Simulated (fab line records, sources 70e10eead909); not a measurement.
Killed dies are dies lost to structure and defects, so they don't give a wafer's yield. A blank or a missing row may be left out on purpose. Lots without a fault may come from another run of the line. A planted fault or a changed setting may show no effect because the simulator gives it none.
fab line records | flow nand_harc
record lots=5 wafers=15 last_day=24
route steps=1159 shown P_ZERO_WELL@29 END@1159
lots that met no fault: from a run of the same line without faults
start_h: hours from the record's first day to the start of the lot's first wafer shown | wait_h: hours since the lot's step before | " the same as in the row above | L1.1+2: a row that stands for several wafers | - no value, or no start given | * or withheld: withheld | < > ~ a bound
route shown NAME@n: a module of which the file shows steps, and the number in the route of the first | usual: mean/standard deviation of fault-free wafers | same: alike in all rows | chamber/n: place in a boat | sites: the reading at each site | _std_site: their standard deviation | _edge_site: outer sites' mean less inner sites' | radius_mm: how far each site lies from the wafer's centre | mask NAME#n: copy n | behind: the tool/chamber that last shaped the wafer | hold: why the lot was held/for how many hours/how that ended | device: the transistor (n, p or np) that didn't switch | end of line: the same wafers' tests at the end of the route | a step without rows: its recipe alone | killed: dies lost to structure and defects at the first sort, not the wafer's yield | map: a wafer's dies, x killed, . not, _ none there
set.NAME: the setting as run; set.NAME@STEP: as run at that earlier step | model.NAME: the simulator's own value behind a step, which no gauge read
lots at some steps of the route; a table a step, a row a wafer
services: from which hour (start_h, from the record's first day; less than 0 if before it) a tool's chamber was out of use, for how many hours, and why
## steps
# step NHARC_P_ZERO_WELL_CD_MEAS_24
# recipe target_cd_nm=720 landing_energy_ev=500
# usual cd_nm=720.6/2
# columns lot.wafer tool chamber start_h wait_h cd_nm
L196.1 cd_sem-01 0 20.62 - 717.7
L196.2 " 0 " " 721.9
L196.6 " 0 " " 720.8
L197.3 cd_sem-02 0 26.48 - 723.9
L197.4 " 0 " " 722.6
L197.5 " 0 " " 721.9
L208.1 cd_sem-02 0 92.70 - 718.8
L208.4 " 0 " " 721.2
L208.6 " 0 " " 720.2
L216.2 cd_sem-03 0 140.37 - 718.4
L216.3 " 0 " " 718.5
L216.5 " 0 " " 721.6
L217.1 cd_sem-01 0 146.48 - 721.5
L217.2 " 0 " " 720.2
L217.6 " 0 " " 720.8
# step NHARC_P_ZERO_WELL_HARDBAKE_25
# recipe temp_c=125 time_s=80
# step NHARC_P_ZERO_WELL_DESCUM_26
# recipe time_s=3 o2_flow_sccm=200 ar_flow_sccm=0 bias_power_w=0 chemistry=O2
# usual drypump_motor_current_A=5.73/0.29 o2_flow_sccm=200.0/0.64 oes_product_au=0.998/0.01 rf_vpp_V=57.9/0.88 showerhead_plenum_p_Torr=1.94/0.082 throttle_valve_pct=11.313/0.0086
# columns lot.wafer tool chamber start_h wait_h drypump_motor_current_A o2_flow_sccm oes_product_au rf_hours_counter_h rf_vpp_V showerhead_plenum_p_Torr throttle_valve_pct
L196.2 rie_diel-04 1 20.80 - 6.14 199.5 1.009 3.5 57.2 1.93 11.318
L196.1 " 2 " " 5.57 199.2 0.992 3.5 57.4 1.85 11.314
L196.6 " 1 " " 6.17 200.4 1.018 - 56.8 1.93 11.314
L197.4 rie_diel-04 2 26.63 - 5.55 199.6 0.995 3.9 57.1 1.85 11.307
L197.3 " 3 " " 5.37 199.1 1.000 3.7 56.6 1.81 11.308
L197.5 " 2 " " 5.55 200.7 0.993 - 58.0 1.86 11.322
L208.4 rie_diel-12 2 92.88 - 5.58 200.9 0.977 4.2 57.3 1.98 11.302
L208.1 " 0 " " 5.72 199.7 1.005 3.1 56.8 1.86 11.302
L208.6 " 2 " " 5.58 200.6 0.997 - 57.0 1.98 11.319
L216.2 rie_diel-12 1 140.55 - 5.17 199.8 1.006 6.2 57.8 2.06 11.308
L216.3 " 2 " " 5.58 199.2 0.992 8.0 59.2 1.98 11.301
L216.5 " 0 " " 5.72 199.8 1.019 - 58.7 1.86 11.298
L217.1 rie_diel-09 1 146.64 - 5.70 199.7 0.988 5.2 56.9 1.87 11.301
L217.2 " 3 " " 5.94 199.4 0.990 4.4 56.9 2.01 11.303
L217.6 " 1 " " 5.71 198.6 0.993 - 56.9 1.87 11.317
# step NHARC_P_ZERO_WELL_IMPLANT_27
# recipe energy_kev=600 dose_cm2=1e+13 tilt_deg=7
# step NHARC_P_ZERO_WELL_IMPLANT_57
# recipe energy_kev=250 dose_cm2=4e+12 tilt_deg=7
# step NHARC_P_ZERO_WELL_IMPLANT_58
# recipe energy_kev=100 dose_cm2=2e+12 tilt_deg=7
# step NHARC_P_ZERO_WELL_STRIP_28
# recipe time_s=840 temp_c=130 chemistry=SPM
# step NHARC_P_ZERO_WELL_DEHYDRATE_29
# recipe temp_c=150 time_s=120
# step NHARC_P_ZERO_WELL_HMDS_30
# recipe time_s=30
# step NHARC_P_ZERO_WELL_COAT_31
# recipe spin_rpm=withheld
# step NHARC_P_ZERO_WELL_SOFTBAKE_32
# recipe temp_c=122 time_s=95
# step NHARC_P_ZERO_WELL_EBR_33
# step NHARC_P_ZERO_WELL_EXPOSE_34
# recipe na=0.6 target_cd_nm=720 dose_mj=22.31 mask_id=P_PWELL
# columns lot.wafer tool chamber start_h wait_h mask
L196.1+2+6 krf_scanner-02 0 22.12 - P_PWELL#0
L197.3+4+5 krf_scanner-03 0 28.03 - P_PWELL#0
L208.1+4+6 krf_scanner-03 0 94.19 - P_PWELL_R1#0
L216.2+3+5 krf_scanner-01 0 141.73 - P_PWELL#0
L217.1+2+6 krf_scanner-02 0 147.96 - P_PWELL#0
# step NHARC_P_ZERO_WELL_PEB_35
# recipe peb_temp_c=118 peb_time_s=85
# step NHARC_P_ZERO_WELL_DEVELOP_36
# recipe time_s=70
# step NHARC_P_ZERO_WELL_CD_MEAS_37
# recipe target_cd_nm=720 landing_energy_ev=500
# usual cd_nm=719.7/1.7
# columns lot.wafer tool chamber start_h wait_h cd_nm
L196.1 cd_sem-02 0 22.28 - 719.3
L196.2 " 0 " " 722.0
L196.6 " 0 " " 721.7
L197.3 cd_sem-02 0 28.18 - 721.0
L197.4 " 0 " " 719.6
L197.5 " 0 " " 720.8
L208.1 cd_sem-01 0 94.35 - 727.1
L208.4 " 0 " " 727.7
L208.6 " 0 " " 727.8
L216.2 cd_sem-03 0 141.88 - 723.3
L216.3 " 0 " " 720.9
L216.5 " 0 " " 720.1
L217.1 cd_sem-01 0 148.11 - 719.8
L217.2 " 0 " " 717.3
L217.6 " 0 " " 720.9
# step NHARC_P_ZERO_WELL_HARDBAKE_38
# recipe temp_c=125 time_s=80
# step NHARC_END_SORT_01
# recipe temp_c=25
# usual killed_at_array=27/11 killed_at_other=0.6/0.89 killed_at_periphery=3.0/2.4 killed_dies=31/12 killed_open=3.2/1.6 killed_short=2.0/1.5
# same gross_dies=677
# columns lot.wafer tool chamber start_h wait_h killed_at_array killed_at_other killed_at_periphery killed_dies killed_open killed_short
L197.3 prober-01 0 450.61 3.1 25 2 1 28 3 2
L197.4 prober-01 0 451.41 3.4 22 1 1 24 4 2
L197.5 prober-01 0 452.20 3.7 17 3 2 22 4 2
L196.1 prober-01 0 456.76 2.5 22 1 4 27 0 6
L196.2 prober-01 0 457.55 2.8 25 0 1 26 3 0
L196.6 prober-01 0 460.72 4.0 23 1 2 26 2 1
L208.1 prober-02 0 506.58 2.5 41 0 2 43 4 1
L208.4 prober-02 0 509.00 3.4 40 0 2 42 4 2
L208.6 prober-02 0 510.62 4.0 40 0 1 41 1 2
L217.1 prober-01 0 575.73 2.5 17 0 4 21 3 3
L217.2 prober-01 0 576.53 2.8 17 0 3 20 1 0
L217.6 prober-01 0 579.70 4.0 19 0 1 20 4 2
# killed by level:class
L197.3 A_SLIT:chamber_film_flake=6 A_STAIRCASE:chamber_film_flake=5 A_CONTACT:chamber_film_flake=5 A_CHANNEL_HOLE_D1:chamber_film_flake=4 A_SGD_CUT:geometric_particle:short=2 HYBRID_BOND:chamber_film_flake=2 P_M0:geometric_particle:open=1 A_CHANNEL_HOLE_D1:geometric_particle:open=1
L197.4 A_SLIT:chamber_film_flake=10 A_CHANNEL_HOLE_D1:chamber_film_flake=3 A_STAIRCASE:chamber_film_flake=2 P_M0:geometric_particle:open=1 A_SOURCE_PLATE:geometric_particle:open=1 A_ONON_D1:geometric_particle:open=1 A_CHANNEL_FILL_D1:geometric_particle:short=1 A_CONTACT:geometric_particle:short=1
L197.5 A_SLIT:chamber_film_flake=7 A_STAIRCASE:chamber_film_flake=3 HYBRID_BOND:chamber_film_flake=3 A_CONTACT:chamber_film_flake=2 P_CONTACT:geometric_particle:open=1 A_WL_FILL:geometric_particle:open=1 A_CONTACT:geometric_particle:open=1 A_BLC:geometric_particle:short=1
L196.1 A_CHANNEL_HOLE_D1:chamber_film_flake=9 A_SLIT:chamber_film_flake=5 A_CONTACT:geometric_particle:short=3 A_WL_FILL:chamber_film_flake=2 P_CONTACT:geometric_particle:short=1 P_M0:geometric_particle:short=1 A_SGD_CUT:geometric_particle:short=1 P_STI:chamber_film_flake=1
L196.2 A_CHANNEL_HOLE_D1:chamber_film_flake=12 A_SLIT:chamber_film_flake=6 A_STAIRCASE:chamber_film_flake=3 P_M0:geometric_particle:open=1 A_CONTACT:geometric_particle:open=1 A_M1:geometric_particle:open=1 A_WL_FILL:chamber_film_flake=1 A_CONTACT:chamber_film_flake=1
L196.6 A_CHANNEL_HOLE_D1:chamber_film_flake=11 A_SLIT:chamber_film_flake=7 A_STAIRCASE:chamber_film_flake=2 A_ONON_D1:geometric_particle:open=1 A_ONON_D1:geometric_particle:short=1 STARTING-WAFER:geometric_particle:open=1 P_STI:chamber_film_flake=1 P_GATE:chamber_film_flake=1
L208.1 A_CHANNEL_HOLE_D1:chamber_film_flake=18 A_SLIT:chamber_film_flake=14 A_SOURCE_PLATE:geometric_particle:open=2 A_BLC:geometric_particle:open=2 P_GATE:chamber_film_flake=2 A_CONTACT:chamber_film_flake=2 A_ONON_D1:geometric_particle:short=1 A_CHANNEL_FILL_D1:chamber_film_flake=1
L208.4 A_CHANNEL_HOLE_D1:chamber_film_flake=12 A_SLIT:chamber_film_flake=12 A_BLC:chamber_film_flake=5 A_STAIRCASE:chamber_film_flake=4 P_M0:geometric_particle:short=1 P_M1:geometric_particle:open=1 A_ONON_D1:geometric_particle:short=1 A_CHANNEL_FILL_D1:geometric_particle:open=1
L208.6 A_SLIT:chamber_film_flake=18 A_CHANNEL_HOLE_D1:chamber_film_flake=12 A_BLC:chamber_film_flake=3 A_WL_FILL:geometric_particle:short=2 A_STAIRCASE:chamber_film_flake=2 A_CONTACT:chamber_film_flake=2 A_SOURCE_PLATE:geometric_particle:open=1 P_STI:chamber_film_flake=1
L217.1 A_CHANNEL_HOLE_D1:chamber_film_flake=8 A_CONTACT:chamber_film_flake=4 P_M0:geometric_particle:open=2 A_WL_FILL:chamber_film_flake=2 P_M0:geometric_particle:short=1 A_ONON_D1:geometric_particle:short=1 A_CHANNEL_HOLE_D1:geometric_particle:short=1 A_CHANNEL_FILL_D1:geometric_particle:open=1
L217.2 A_CHANNEL_HOLE_D1:chamber_film_flake=6 A_CONTACT:chamber_film_flake=5 A_SLIT:chamber_film_flake=3 P_STI:chamber_film_flake=2 A_STAIRCASE:chamber_film_flake=2 P_M1:geometric_particle:open=1 A_ZERO_WELL:chamber_film_flake=1
L217.6 A_CHANNEL_HOLE_D1:chamber_film_flake=4 A_CONTACT:chamber_film_flake=3 A_STAIRCASE:chamber_film_flake=2 P_M2:geometric_particle:open=1 A_SOURCE_PLATE:geometric_particle:open=1 A_CONTACT:geometric_particle:open=1 A_CONTACT:geometric_particle:short=1 A_BLC:geometric_particle:short=1
## services
# columns tool chamber start_h hours kind
krf_scanner-03 - 1.17 1.4 repair
rie_diel-12 0 4.40 - clean
rie_diel-12 1 4.40 - clean
rie_diel-12 2 4.40 - clean
rie_diel-12 3 4.40 - clean
rie_diel-04 0 17.40 - clean
rie_diel-04 1 17.40 - clean
rie_diel-04 2 17.40 - clean
rie_diel-04 3 17.40 - clean
rie_diel-12 - 25.40 9.0 pm
rie_diel-12 0 25.40 9.0 vent_cycle
rie_diel-12 1 25.40 9.0 vent_cycle
rie_diel-12 2 25.40 9.0 vent_cycle
krf_scanner-02 - 38.00 4.0 pm
krf_scanner-01 - 48.09 3.0 repair
rie_diel-09 0 51.68 6.7 repair
krf_scanner-03 - 53.84 9.0 repair
rie_diel-09 - 77.28 9.0 pm
krf_scanner-01 - 84.00 4.0 pm
rie_diel-09 - 91.43 2.2 repair
krf_scanner-02 - 104.27 1.6 repair
rie_diel-04 - 111.90 9.0 pm
krf_scanner-03 - 127.41 2.0 repair
rie_diel-09 0 140.02 4.0 repair
## key
first_sign step=NHARC_P_ZERO_WELL_EXPOSE_34 reading=mask direction=changed
effect step=NHARC_P_ZERO_WELL_CD_MEAS_37 reading=cd_nm direction=up sigmas=4.5 usual=719.7 struck=727.5
met_at NHARC_P_ZERO_WELL_EXPOSE_34
struck_wafers L208.1,L208.4,L208.6
tester_left_out L208
onset_between 28.03 94.19
fault kind=wrong_mask tool=any chamber=- onset_h=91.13 steps=NHARC_P_ZERO_WELL_EXPOSE_34 aux_copy=P_PWELL_R1#0 cd_offset_nm=8.1185 scope=struck_lots_only
# tester_left_out: of these lots the tester's yield and bins aren't shown, on N5 and GAA mostly nor the transistor test; their killed dies are dies lost to structure and defects alone, not to doping, threshold or leakage, so they don't give the yield
